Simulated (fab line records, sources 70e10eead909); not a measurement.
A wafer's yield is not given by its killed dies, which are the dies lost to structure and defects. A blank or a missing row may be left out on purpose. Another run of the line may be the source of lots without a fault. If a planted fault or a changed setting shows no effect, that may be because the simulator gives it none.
fab line records	flow nand_harc
[record] lots = 14	wafers = 42	last_day = 33
route steps=1302 shown THIN_TSV@1262
lots with no fault: from the same line, run without faults
start_h: hours from the record's first day to the start of the lot's first wafer shown	wait_h: hours elapsed since this lot's preceding step	" unchanged from the row above	L1.1+2: one row covering several wafers at once	- no value present, or no start provided	* or withheld: withheld	< > ~ a bound
route shown NAME@n: a module of which the file shows steps, and the number in the route of the first	usual: mean/standard deviation of fault-free wafers	same: alike in all rows	chamber/n: place in a boat	sites: each site's reading	_std_site: the values' standard deviation	_edge_site: outer sites' mean less inner sites'	radius_mm: how far each site lies from the wafer's centre	mask NAME#n: copy n	behind: the tool/chamber that last shaped the wafer	hold: cause of the lot's hold/its duration in hours/its outcome	device: whichever transistor did not switch (one of n, p or np)	end of line: the same wafers' tests at the end of the route	a step given without rows: its recipe and nothing more	killed: not the wafer's yield, but the dies lost to structure and defects at the first sort	map: a wafer's dies, x killed, . not, _ none there
set.NAME: the run value of the setting; set.NAME@STEP: its run value at that earlier step	model.NAME: the simulator's own value behind a step, which no gauge read
steps of the route over a sample of lots; a table a step, a row a wafer
services: the hour from which a tool's chamber was out of use, counted from the record's first day as start_h (under 0 if before that day), plus the number of hours and why
[[steps]]
[step NHARC_THIN_TSV_ETCH_44]
[recipe] target_depth_a = 15942	time_s = 797.1	cf4_flow_sccm = 150	o2_flow_sccm = 10	ar_flow_sccm = 0	rf_w = 300	bias_w = 800	chemistry = CF4/O2
[usual] bias_w = 799.9/2.3	cf4_flow_sccm = 150.0/0.43	drypump_motor_current_A = 5.5/0.53	oes_product_au = 0.995/0.013	rf_vpp_V = 793/5	showerhead_plenum_p_Torr = 1.82/0.078	throttle_valve_pct = 16.915/0.0093
lot.wafer	tool	chamber	start_h	wait_h	bias_w	cf4_flow_sccm	drypump_motor_current_A	oes_product_au	rf_hours_counter_h	rf_vpp_V	showerhead_plenum_p_Torr	throttle_valve_pct
L897.2	rie_diel-13	3	562.37	0.1	800.4	149.5	5.8	0.969	1.1	794	1.86	16.914
L897.1	"	0	"	"	800.3	150.1	5.1	0.993	1.1	787	1.72	16.915
L897.6	"	1	"	"	799.1	149.7	4.8	0.979	-	799	1.89	16.910
L898.2	rie_diel-10	0	563.73	0.1	802.4	149.9	5.9	1.010	9.5	793	1.81	16.915
L898.4	"	2	"	"	798.7	149.6	5.4	0.984	7.3	794	1.81	16.928
L898.5	"	3	"	"	798.6	150.6	5.2	0.997	-	790	1.76	16.893
L899.1	rie_diel-02	2	580.58	0.2	799.7	150.6	6.5	1.016	0.1	794	1.81	16.917
L899.3	"	3	"	"	798.6	150.3	5.9	1.006	0.1	800	1.91	16.919
L899.6	"	1	"	"	797.8	150.0	6.7	1.006	-	787	1.71	16.928
L900.3	rie_diel-10	1	581.79	0.2	798.6	149.7	5.6	1.003	8.4	787	1.71	16.926
L900.4	"	2	"	"	796.0	149.1	5.4	1.003	8.1	794	1.80	16.898
L900.6	"	0	"	"	796.5	150.2	5.9	1.006	-	793	1.81	16.909
L901.2	rie_diel-13	0	614.92	0.1	798.3	149.7	5.1	0.999	3.7	787	1.72	16.914
L901.4	"	2	"	"	799.4	149.8	5.1	0.980	3.2	800	1.94	16.913
L901.6	"	0	"	"	796.8	150.4	5.1	0.991	-	787	1.72	16.929
L904.1	rie_diel-13	3	633.76	0.1	801.1	150.3	5.8	0.986	4.8	797	1.86	16.921
L904.2	"	1	"	"	802.9	149.4	4.9	0.982	5.2	799	1.89	16.914
L904.6	"	0	"	"	803.5	149.2	5.1	0.994	-	787	1.72	16.899
L906.2	rie_diel-10	0	658.17	0.1	802.4	150.8	5.9	1.000	3.0	792	1.81	16.921
L906.3	"	2	"	"	799.2	149.9	5.4	1.030	3.8	793	1.80	16.926
L906.5	"	1	"	"	796.3	150.3	5.6	1.014	-	787	1.71	16.920
L908.3	rie_diel-13	1	665.54	0.1	800.0	149.7	4.8	0.981	7.5	796	1.89	16.907
L908.5	"	0	"	"	800.0	149.0	5.1	0.991	-	787	1.72	16.922
L908.4	"	3	"	"	798.4	149.3	5.8	0.984	-	795	1.85	16.920
L910.2	rie_diel-13	2	682.77	0.1	-	-	-	-	-	-	-	-
L910.3	"	0	"	"	-	-	-	-	-	-	-	-
L910.5	"	3	"	"	-	-	-	-	-	-	-	-
L909.2	rie_diel-02	1	684.02	0.1	-	-	-	-	-	-	-	-
L909.1	"	3	"	"	-	-	-	-	-	-	-	-
L909.5	"	2	"	"	-	-	-	-	-	-	-	-
L915.3	rie_diel-13	3	735.25	0.1	801.0	149.9	5.8	0.981	1.6	797	1.85	16.904
L915.1	"	0	"	"	797.7	150.2	5.1	0.986	1.3	787	1.72	16.891
L915.6	"	3	"	"	803.0	150.0	5.8	0.986	-	797	1.85	16.927
L916.1	rie_diel-02	2	746.81	0.1	802.6	150.7	6.6	0.973	9.4	791	1.81	16.931
L916.4	"	0	"	"	797.8	149.7	5.3	1.009	8.9	800	1.91	16.921
L916.5	"	2	"	"	797.8	150.4	6.6	0.981	-	793	1.81	16.926
L917.1	rie_diel-13	1	748.00	0.2	802.3	150.6	4.9	0.998	2.3	797	1.89	16.918
L917.3	"	2	"	"	801.1	150.4	5.1	0.974	2.6	801	1.94	16.928
L917.6	"	3	"	"	798.7	150.0	5.8	0.994	-	795	1.85	16.908
L918.4	rie_diel-13	1	774.23	0.1	805.4	149.9	4.8	0.993	3.7	798	1.89	16.909
L918.2	"	3	"	"	797.2	149.1	5.8	0.990	4.3	796	1.85	16.921
L918.6	"	2	"	"	801.0	149.5	5.1	0.984	-	800	1.93	16.922
[step NHARC_THIN_TSV_STRIP_45]
[recipe] power_w = 1500	temp_c = 250	chemistry = O2
[usual] drypump_motor_current_A = 5.6/0.4	heater_power_w = 332/29	rf_refl_power_W = 20/3.4
lot.wafer	tool	chamber	start_h	wait_h	drypump_motor_current_A	heater_power_w	rf_hours_counter_h	rf_refl_power_W
L897.2	plasma_asher-02	0	563.28	0.1	5.6	317	28	-
L897.1	"	1	"	"	6.2	300	28	-
L897.6	"	0	"	"	5.6	316	-	-
L898.2	plasma_asher-02	1	564.51	0.1	6.2	303	28	18
L898.4	"	0	"	"	5.6	322	-	19
L898.5	"	1	"	"	6.2	294	-	17
L899.1	plasma_asher-01	1	581.26	0.1	5.7	361	8	27
L899.3	"	0	"	"	5.0	379	-	19
L899.6	"	1	"	"	5.7	360	-	27
L900.4	plasma_asher-02	1	582.59	0.2	6.1	297	-	17
L900.3	"	0	"	"	5.6	320	-	19
L900.6	"	1	"	"	6.1	297	-	18
L901.2	plasma_asher-02	1	615.78	0.1	6.2	313	0	18
L901.4	"	0	"	"	5.6	308	-	19
L901.6	"	1	"	"	6.2	307	-	17
L904.1	plasma_asher-02	1	634.58	0.1	6.1	303	4	-
L904.2	"	0	"	"	5.6	299	4	-
L904.6	"	0	"	"	5.6	299	-	-
L906.2	plasma_asher-02	0	659.01	0.1	5.6	316	9	19
L906.3	"	1	"	"	6.2	307	-	18
L906.5	"	1	"	"	6.1	303	-	17
L908.4	plasma_asher-01	1	666.47	0.2	5.6	363	-	26
L908.3	"	0	"	"	5.0	373	-	20
L908.5	"	0	"	"	5.0	372	-	20
L910.2	plasma_asher-01	1	683.61	0.1	5.7	365	30	26
L910.3	"	0	"	"	5.0	363	-	20
L910.5	"	1	"	"	5.6	371	-	26
L909.2	plasma_asher-02	1	684.81	0.1	6.1	312	14	17
L909.1	"	0	"	"	5.6	310	14	19
L909.5	"	0	"	"	5.6	308	-	19
L915.1	plasma_asher-02	1	736.04	0.1	6.1	300	25	16
L915.3	"	1	"	"	6.2	302	-	18
L915.6	"	0	"	"	5.6	307	-	19
L916.1	plasma_asher-01	0	747.60	0.1	5.1	362	6	19
L916.4	"	1	"	"	5.6	346	-	26
L916.5	"	1	"	"	5.6	346	-	27
L917.1	plasma_asher-01	0	748.68	0.1	5.0	356	6	19
L917.3	"	1	"	"	5.6	360	-	26
L917.6	"	1	"	"	5.6	353	-	27
L918.2	plasma_asher-01	0	775.02	0.1	5.1	347	12	-
L918.4	"	1	"	"	5.6	352	-	-
L918.6	"	1	"	"	5.6	351	-	-
[step NHARC_THIN_TSV_PVD_19]
[recipe] target_thk_a = 200	chamber_pressure_pa = 5	material = TaN
[usual] throttle_valve_pct = 29.7/0.97
lot.wafer	tool	chamber	start_h	wait_h	throttle_valve_pct
L897.2	pvd_sputter-03	-	-	-	29.3
L897.1	"	-	"	"	29.7
L897.6	"	-	"	"	29.4
L898.4	pvd_sputter-02	-	-	-	29.6
L898.2	"	-	"	"	31.0
L898.5	"	-	"	"	29.4
L899.3	pvd_sputter-03	-	-	-	28.3
L899.1	"	-	"	"	31.2
L899.6	"	-	"	"	29.3
L900.4	pvd_sputter-03	-	-	-	31.2
L900.3	"	-	"	"	29.3
L900.6	"	-	"	"	28.6
L901.2	pvd_sputter-02	-	-	-	30.9
L901.4	"	-	"	"	27.5
L901.6	"	-	"	"	28.5
L904.2	pvd_sputter-03	-	-	-	29.4
L904.1	"	-	"	"	28.4
L904.6	"	-	"	"	29.4
L906.3	pvd_sputter-01	-	-	-	31.7
L906.2	"	-	"	"	31.4
L906.5	"	-	"	"	31.9
L908.3	pvd_sputter-03	-	-	-	29.5
L908.4	"	-	"	"	28.6
L908.5	"	-	"	"	29.3
L910.2	pvd_sputter-02	-	-	-	28.7
L910.3	"	-	"	"	29.8
L910.5	"	-	"	"	28.7
L909.2	pvd_sputter-03	-	-	-	28.5
L909.1	"	-	"	"	31.1
L909.5	"	-	"	"	28.2
L915.3	pvd_sputter-02	-	-	-	30.0
L915.1	"	-	"	"	30.2
L915.6	"	-	"	"	30.2
L916.4	pvd_sputter-02	-	-	-	30.2
L916.1	"	-	"	"	28.7
L916.5	"	-	"	"	29.1
L917.3	pvd_sputter-01	-	-	-	30.2
L917.1	"	-	"	"	30.3
L917.6	"	-	"	"	31.8
L918.4	pvd_sputter-03	-	-	-	30.1
L918.2	"	-	"	"	29.2
L918.6	"	-	"	"	29.1
[step NHARC_THIN_TSV_ANNEAL_52]
[recipe] temp_c = 225	time_s = 90
[usual] wafer_temp_C_max = 226.4/0.35
lot.wafer	tool	chamber	start_h	wait_h	wafer_temp_C_max
L897.1	rtp_anneal-02	0	566.19	0.6	226.4
L897.2	"	0	"	"	226.2
L897.6	"	0	"	"	226.4
L898.2	rtp_anneal-02	0	567.63	0.8	225.6
L898.4	"	0	"	"	225.8
L898.5	"	0	"	"	225.9
L899.1	rtp_anneal-02	0	584.18	0.6	226.1
L899.3	"	0	"	"	226.5
L899.6	"	0	"	"	226.8
L900.3	rtp_anneal-02	0	585.52	0.5	225.7
L900.4	"	0	"	"	226.0
L900.6	"	0	"	"	226.3
L901.2	rtp_anneal-01	0	618.70	0.7	226.7
L901.4	"	0	"	"	226.9
L901.6	"	0	"	"	226.4
L904.1	rtp_anneal-02	0	637.87	0.9	226.0
L904.2	"	0	"	"	226.2
L904.6	"	0	"	"	226.5
L906.2	rtp_anneal-02	0	662.11	0.6	226.3
L906.3	"	0	"	"	226.0
L906.5	"	0	"	"	226.1
L908.3	rtp_anneal-01	0	669.62	0.7	227.0
L908.4	"	0	"	"	226.2
L908.5	"	0	"	"	226.4
L910.2	rtp_anneal-01	0	686.52	0.6	226.7
L910.3	"	0	"	"	226.7
L910.5	"	0	"	"	226.2
L909.1	rtp_anneal-02	0	687.72	0.6	226.0
L909.2	"	0	"	"	225.8
L909.5	"	0	"	"	226.5
L915.1	rtp_anneal-01	0	738.88	0.6	226.5
L915.3	"	0	"	"	226.7
L915.6	"	0	"	"	227.2
L916.1	rtp_anneal-01	0	750.52	0.6	226.4
L916.4	"	0	"	"	226.8
L916.5	"	0	"	"	226.5
L917.1	rtp_anneal-01	0	751.71	0.6	227.0
L917.3	"	0	"	"	226.4
L917.6	"	0	"	"	226.0
L918.2	rtp_anneal-02	0	778.11	0.6	226.2
L918.4	"	0	"	"	226.4
L918.6	"	0	"	"	226.4
[[services]]
tool	chamber	start_h	hours	kind
pvd_sputter-02	-	555.61	2.7	repair
rie_diel-13	2	556.86	5.6	repair
plasma_asher-01	-	569.25	0.5	repair
rie_diel-02	-	570.70	9.0	pm
rie_diel-10	-	596.56	9.0	pm
plasma_asher-02	-	603.55	9.0	pm
pvd_sputter-03	-	603.83	0.7	repair
rie_diel-02	-	622.20	0.4	repair
pvd_sputter-02	-	638.00	10.0	pm
rie_diel-13	2	640.68	29.4	repair
rie_diel-10	-	669.69	1.9	repair
rie_diel-13	-	696.00	9.0	pm
pvd_sputter-03	-	704.03	10.0	pm
pvd_sputter-02	-	708.31	1.0	repair
rie_diel-10	-	710.05	0.3	repair
plasma_asher-01	-	710.92	9.0	pm
rie_diel-13	0	712.19	4.0	repair
rie_diel-02	0	713.25	7.4	repair
rie_diel-10	1	714.39	5.4	repair
plasma_asher-02	-	742.72	0.7	repair
rtp_anneal-02	-	744.00	12.0	pm
rie_diel-02	-	747.70	9.0	pm
rie_diel-13	1	752.20	7.6	repair
pvd_sputter-02	-	768.01	2.0	repair
[[key]]
[first_sign] step = NHARC_THIN_TSV_ETCH_44	reading = tool_record	direction = missing
effect none on later readings
met_at NHARC_THIN_TSV_ETCH_44
struck_lots L909,L910
later_rows_left_out L909.1,L909.2,L909.5,L910.2,L910.3,L910.5
sort_left_out L909.1,L909.2,L909.5,L910.2,L910.3,L910.5
tester_left_out L909
not_acting_at NHARC_THIN_TSV_STRIP_45,NHARC_THIN_TSV_PVD_19,NHARC_THIN_TSV_ANNEAL_52
onset_between 665.54 682.77
[earlier_fault] kind = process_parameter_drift	tool = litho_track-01	chamber = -	onset_h = 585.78	steps = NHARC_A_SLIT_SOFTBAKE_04	channel = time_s	offset = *	shape = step	acts_in = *	stated = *
[earlier_fault] kind = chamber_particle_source	tool = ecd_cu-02	chamber = 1	onset_h = 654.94	steps = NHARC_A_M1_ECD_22	rate_per_visit_cm2 = 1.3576
[fault] kind = skipped_step_whole	tool = rie_diel-02,rie_diel-13	chamber = -	onset_h = 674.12	steps = NHARC_THIN_TSV_ETCH_44	scope = struck_lots_only
// tester_left_out: of these lots the tester's yield and bins aren't shown, on N5 and GAA mostly nor the transistor test; their killed dies are dies lost to structure and defects alone, not to doping, threshold or leakage, so they don't give the yield
// sort_left_out: the simulated sort isn't trusted on such a fault, so these wafers' sort isn't shown, and their yield isn't known
// later_rows_left_out: the simulator's readings of these wafers behind a module that went badly wrong aren't trusted and aren't shown, but for the sort
